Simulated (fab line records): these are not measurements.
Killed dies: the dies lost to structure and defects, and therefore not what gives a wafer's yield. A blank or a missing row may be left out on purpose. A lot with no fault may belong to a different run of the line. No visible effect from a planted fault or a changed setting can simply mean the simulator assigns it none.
A struck lot beside a sound one	flow n5Finfet	39 steps out of a route of 1938
Sound: the wafers L152.1, L152.4, L152.5. Wafers struck: L160.2, L160.3, L160.5. The cause comes at the end.
At each step with rows: each side's tool, then ch and its chambers, then its first start. Under that, the readings that differ: sound wafers	struck wafers	difference of the means	sigmas: that difference in standard deviations of wafers without a fault.
alike: words and numbers the same on both sides, and readings whose means are apart by under 2 such deviations; not compared: readings that were withheld, readings missing a value for some wafer, numbers with overlapping values and no deviation given by the record, and bounds like >300 which may hide the same value.
A row with sigmas, a row that says differs or no value, or rows on one side alone: a step with any of these is where the two part. Numbers that don't overlap but have no deviation are shown without sigmas and don't part them. Lack of a reading on every wafer of one side parts them only where that side has two or more wafers.

first, 11 steps without rows for these wafers: N5_HKMG_FIN_DESCUM_53 (chemistry O2, time 7.9 s); N5_HKMG_FIN_ETCH_54 (etches SiARC in CF4, target depth 45.5 nm, time 75.8 s); N5_HKMG_FIN_ETCH_55 (etches SOC in N2/H2, target depth 240 nm, time 300 s); N5_HKMG_FIN_STRIP_56 (strips in N2/H2); N5_HKMG_FIN_STRIP_57 (strips in CF4); N5_HKMG_FIN_ETCH_58 (etches SOC in N2/H2, target depth 215.8 nm, time 741 s); N5_HKMG_FIN_STRIP_93 (strips SOC in N2/H2, time 20 s); N5_HKMG_FIN_WET_ETCH_76 (etches Al2O3 in dNH4OH, stops on La2O3, target depth 2.25 nm, rinse time 30 s); N5_HKMG_FIN_STRIP_60 (strips in N2/H2, time 360 s); N5_HKMG_FIN_WET_ETCH_77 (etches La2O3 in dHCl, stops on HfO2, target depth 2 nm); N5_HKMG_FIN_WET_ETCH_78 (etches Al2O3 in dNH4OH, stops on La2O3, target depth 4.5 nm, rinse time 30 s).
N5_HKMG_FIN_ALD_79: deposits TiN, target thk 1.5 nm, pulse time 1 s, purge time 3 s.
  sound on aldMetal-01 ch 0,2,3, day 7 13:59; struck on aldMetal-01 ch 0,1,2, day 9 14:58
  no value came back on the struck wafers for any of 6 readings (aldCycles, chamberPressureTorr (Torr) and others); on the sound wafers aldCycles reads 68 68 68
then, 25 steps without rows for these wafers: N5_HKMG_FIN_CVD_62 (deposits a-Si from Si2H6, target thk 3 nm, time 20.8 s); N5_HKMG_FIN_RTA_80 (time 2 s); N5_HKMG_FIN_PRECLEAN_64 (cleans in dHF, time 30 s); N5_HKMG_FIN_WET_ETCH_65 (etches a-Si in TMAH, stops on TiN, time 49 s, target depth 3 nm); N5_HKMG_FIN_WET_ETCH_81 (etches TiN in SC1, stops on HfO2, time 57 s, target depth 6 nm); N5_HKMG_FIN_WET_ETCH_82 (etches La2O3 in dHCl, stops on HfO2, target depth 2 nm, rinse time 30 s); N5_HKMG_FIN_ALD_36 (deposits TiN, target thk 1 nm, pulse time 1 s, purge time 3 s); N5_HKMG_FIN_PWFM_ALD_03 (deposits TiN, target thk 2 nm, pulse time 1 s, purge time 3 s); N5_HKMG_FIN_COAT_29 (time 60 s, resist thk 300 nm); N5_HKMG_FIN_COAT_30 (time 60 s, resist thk 35 nm); N5_HKMG_FIN_COAT_06 (resist thk 90 nm); N5_HKMG_FIN_EBR_08; N5_HKMG_FIN_SOFTBAKE_07 (time 60 s); N5_HKMG_FIN_EXPOSE_09 (exposes mask NWFM); N5_HKMG_FIN_PEB_10 (peb time 60 s); N5_HKMG_FIN_DEVELOP_11 (develop time 30 s); N5_HKMG_FIN_DESCUM_17 (chemistry O2, time 7.9 s); N5_HKMG_FIN_ETCH_31 (etches SiARC in CF4, target depth 45.5 nm, time 75.8 s); N5_HKMG_FIN_ETCH_32 (etches SOC in N2/H2, target depth 240 nm, time 300 s); N5_HKMG_FIN_STRIP_33 (strips in N2/H2); N5_HKMG_FIN_STRIP_34 (strips in CF4); N5_HKMG_FIN_ETCH_35 (etches SOC in N2/H2, target depth 215.8 nm, time 243.4 s); N5_HKMG_FIN_STRIP_92 (strips SOC in N2/H2, time 20 s); N5_HKMG_FIN_WET_ETCH_18 (etches TiN in SC1, time 55 s, target depth 5.2 nm, rinse time 30 s); N5_HKMG_FIN_STRIP_19 (strips in N2/H2, time 360 s).
-- a jump in the record: the struck wafers' starts before and after are 4 days apart (it breaks off in module HKMG_FIN and resumes in module BEOL_M4, where the first step shown is number 1111 of the route) --
N5_BEOL_M4_RC_MEAS_101:
  sound on prober-01 ch 0, day 11 06:19; struck on prober-01 ch 0, day 13 15:30
reading	sound	struck	difference	sigmas
EOT_N	10.61 10.51 10.55	10.06 10.27 10.18	-0.39	-4
EOT_P	10.49 10.37 10.33	10.16 10.19 10.06	-0.26	-3
IGATE_N (nA/um)	0.0108 0.0126 0.0126	0.0577 0.0472 0.0543	+0.0411	+23
IGATE_P (nA/um)	0.0032 0.0036 0.0037	0.0180 0.0146 0.0168	+0.0130	+24
IOFF_N (nA/um)	0.149 0.120 0.135	0.034 0.057 0.032	-0.094	-4
IOFF_N_85C (nA/um)	2.9 2.4 2.6	0.9 1.3 0.8	-1.6	-4
IOFF_N_LIN (nA/um)	0.072 0.061 0.066	0.017 0.026 0.017	-0.046	-5
IOFF_N_LONG (nA/um)	5.68e-05 5.62e-05 5.73e-05	3.1e-05 3.14e-05 3.08e-05	-2.6e-05	-10
IOFF_P (nA/um)	0.20 0.17 0.18	0.01 0.01 0.01	-0.17	-6
IOFF_P_85C (nA/um)	3.5 3.0 3.2	0.2 0.2 0.2	-3.0	-7
IOFF_P_LIN (nA/um)	0.096 0.086 0.092	0.003 0.004 0.003	-0.088	-7
IOFF_P_LONG (nA/um)	0.000105 0.000109 0.00011	4.6e-05 4.7e-05 4.6e-05	-6.2e-05	-6
ION_N (uA/um)	672 662 679	569 597 571	-92	-8
ION_P (uA/um)	463 451 467	296 305 295	-162	-22
SS_P (mV/dec)	73.1 72.5 72.9	75.5 76.1 75.6	+2.9	+5
VT_N (mV)	250 252 251	295 289 291	+41	+14
VT_N_LONG (mV)	272.6 274.3 272.5	311.5 312.8 312.6	+39.2	+18
VT_N_LVT (mV)	96 98 97	145 138 145	+46	+15
VT_P (mV)	-252 -255 -254	-357 -350 -358	-101	-31
VT_P_LONG (mV)	-278 -277 -274	-375 -378 -380	-101	-31
VT_P_LVT (mV)	-98 -100 -99	-209 -203 -209	-108	-35
  alike: DIBL_N, DIBL_P, SS_N
-- here the record skips 5 days between the struck wafers' starts before and after, leaving off in module BEOL_M4 and picking up in module PASSIVATION (first step shown: number 1936 of the route) --
N5_PASSIVATION_PROBE_49:
  sound on prober-02, day 15 17:47; struck on prober-02, day 18 04:58
reading	sound	struck	difference	sigmas
defectLimitedYield (%)	90.0 90.8 90.6	59.3 58.6 61.8	-30.6	-18
killedAtFrontEnd	50 40 39	418 431 393	+371	+31
killedDies	118 108 111	480 489 451	+361	+18
killedOnRim	16 18 22	105 26 15	+30	+7
sort_bin_5_function (%)	5.7 4.9 6.9	37.8 38.7 34.9	+31.3	+28
sort_bin_8_speed (%)	0 0 0	59.32 58.56 61.78	+59.89	+99 or more
sortNPass	1062 1072 1069	0 0 0	-1068	-53
sortYieldPct (%)	90.0 90.8 90.6	0 0 0	-90	-53
  alike: killed_at_M0_to_M3, killed_at_M4_up, killedAtContacts, killedAtOther, killedOpen, killedShort, sort_bin_6_memory

## WHERE THEY PART
Last at N5_PASSIVATION_PROBE_49 as far as this record goes, first at N5_HKMG_FIN_ALD_79.

WHY: what the simulator had put in
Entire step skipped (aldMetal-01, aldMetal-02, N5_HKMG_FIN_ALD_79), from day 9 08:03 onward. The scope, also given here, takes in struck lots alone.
